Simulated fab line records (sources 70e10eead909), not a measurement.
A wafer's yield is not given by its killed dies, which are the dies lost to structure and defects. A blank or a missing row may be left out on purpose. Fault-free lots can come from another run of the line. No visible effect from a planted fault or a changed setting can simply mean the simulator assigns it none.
Matching of chambers ; flow nand harc ; 4 sister chambers for NHARC_P_M1_DESCUM_14 on rie diel-07
The step chemistry O2, time 3 s. 20 wafers are shown with their chamber, then 10 later ones without.

== WAFERS PAIRED WITH THEIR CHAMBERS ==
wafer;chamber;oes product au (a.u.);rf vpp V (V);throttle valve pct (%)
L079.1;1;1.035;57.6;11.291
L079.3;3;0.974;59.5;11.326
L079.6;0;0.982;57.8;11.297
L080.2;1;1.025;58.5;11.322
L080.3;3;0.974;57.9;11.322
L080.5;1;1.032;58.1;11.314
L082.2;0;0.981;56.7;11.325
L082.4;3;0.973;57.6;11.332
L082.5;1;1.009;59.0;11.326
L086.1;2;0.987;57.0;11.307
L086.4;0;1.000;56.9;11.318
L086.6;0;0.992;57.0;11.304
L087.1;2;0.986;57.7;11.313
L087.4;1;1.016;58.0;11.282
L087.6;3;0.983;59.2;11.324
L089.4;3;0.989;58.3;11.310
L089.5;2;0.997;56.7;11.320
L089.6;1;1.013;57.8;11.310
L092.1;1;0.988;58.0;11.314
L092.3;2;0.984;57.6;11.316

SIGNATURES (means of the wafers above)
reading;chamber 0;chamber 1;chamber 2;chamber 3;scatter within a chamber
oes product au;0.98875;1.01686;0.98850;0.97860;0.0114
rf vpp V;57.100;58.143;57.250;58.500;0.581
throttle valve pct;11.31100;11.30843;11.31400;11.32280;0.0122
Rule: for a wafer and a chamber, the distance is found by dividing, reading by reading, the gap between the wafer's reading and the chamber's mean by the reading's scatter, squaring, summing and taking the root. If the next closest chamber is less than 2 further off than the closest, the wafer can't be placed; otherwise it belongs to the closest. How the scatter is found: for the shown wafers, subtract from each reading the mean of its chamber, square and add these, divide the total by (wafers less chambers), then take the root.

== WAFERS WITHOUT THEIR CHAMBER ==
wafer;oes product au (a.u.);rf vpp V (V);throttle valve pct (%)
L092.5;0.984;58.4;11.308
L094.1;0.987;57.7;11.328
L094.3;0.988;57.4;11.294
L094.4;0.985;57.6;11.318
L096.1;0.984;57.4;11.296
L096.2;0.986;56.7;11.326
L096.4;1.004;59.0;11.303
L096.3;0.987;58.2;11.309
L096.5;0.984;57.0;11.328
L096.6;0.995;58.8;11.317

== WHICH CHAMBER EACH WENT THROUGH ==
wafer;from the rows above;in truth
L092.5;can't be placed: 3 or 2 or 0 or 1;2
L094.1;can't be placed: 2 or 3 or 0 or 1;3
L094.3;can't be placed: 0 or 2 or 1 or 3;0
L094.4;can't be placed: 2 or 0 or 3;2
L096.1;can't be placed: 0 or 2 or 3 or 1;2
L096.2;can't be placed: 2 or 0 or 3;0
L096.4;can't be placed: 1 or 3 or 2 or 0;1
L096.3;can't be placed: 3 or 2 or 0 or 1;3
L096.5;can't be placed: 2 or 0 or 3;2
L096.6;can't be placed: 3 or 1 or 2 or 0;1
Correctly placed: 0 of 10. Not placeable from these rows: 10 (in 10, the candidates include the true chamber). 0 placed wrongly.
